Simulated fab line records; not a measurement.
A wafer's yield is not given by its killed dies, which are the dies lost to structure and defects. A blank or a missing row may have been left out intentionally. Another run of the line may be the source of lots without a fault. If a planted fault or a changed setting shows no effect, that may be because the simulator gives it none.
Chamber matching -- flow n5 finfet -- ald sin-01 running N5_STI_FIN_REVEAL_ALD_14: 4 sister chambers
The step deposits Si3N4, target thk 3 nm. 8 wafers are shown with their chamber, then 8 later ones without.

## WAFERS, EACH WITH ITS CHAMBER
wafer,chamber,heater power w (W)
L075.1,0,698
L078.6,1,832
L083.3,3,898
L083.5,2,905
L089.2,2,889
L089.4,1,826
L089.5,3,924
L091.3,0,680

## WAFERS WITH NO CHAMBER GIVEN
wafer,heater power w (W)
L091.5,944
L091.6,708
L095.1,704
L095.3,855
L095.6,692
L096.1,826
L096.4,684
L096.5,876

## THE CHAMBER EACH PASSED THROUGH
wafer,from the rows above,in truth
L091.5,can't be placed: 3 or 2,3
L091.6,0,0
L095.1,0,0
L095.3,can't be placed: 1 or 2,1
L095.6,0,0
L096.1,1,1
L096.4,0,0
L096.5,can't be placed: 2 or 3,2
Correct placement for 5 of the 8. Cannot be placed on the basis of these rows: 3; the candidates contain the true chamber in 3. Number placed wrongly: 0.
How it was worked out, from the rows above alone: a wafer's distance from a chamber is the root of the sum, over the readings, of the square of ((its reading less the chamber's mean) divided by the reading's scatter). If the next closest chamber is less than 2 further off than the closest, the wafer can't be placed; otherwise it belongs to the closest. For every chamber, the mean is computed from those of its wafers that are shown. The scatter: the root of (the sum of the squares of (reading less its chamber's mean) over the shown wafers, divided by (wafers less chambers)).
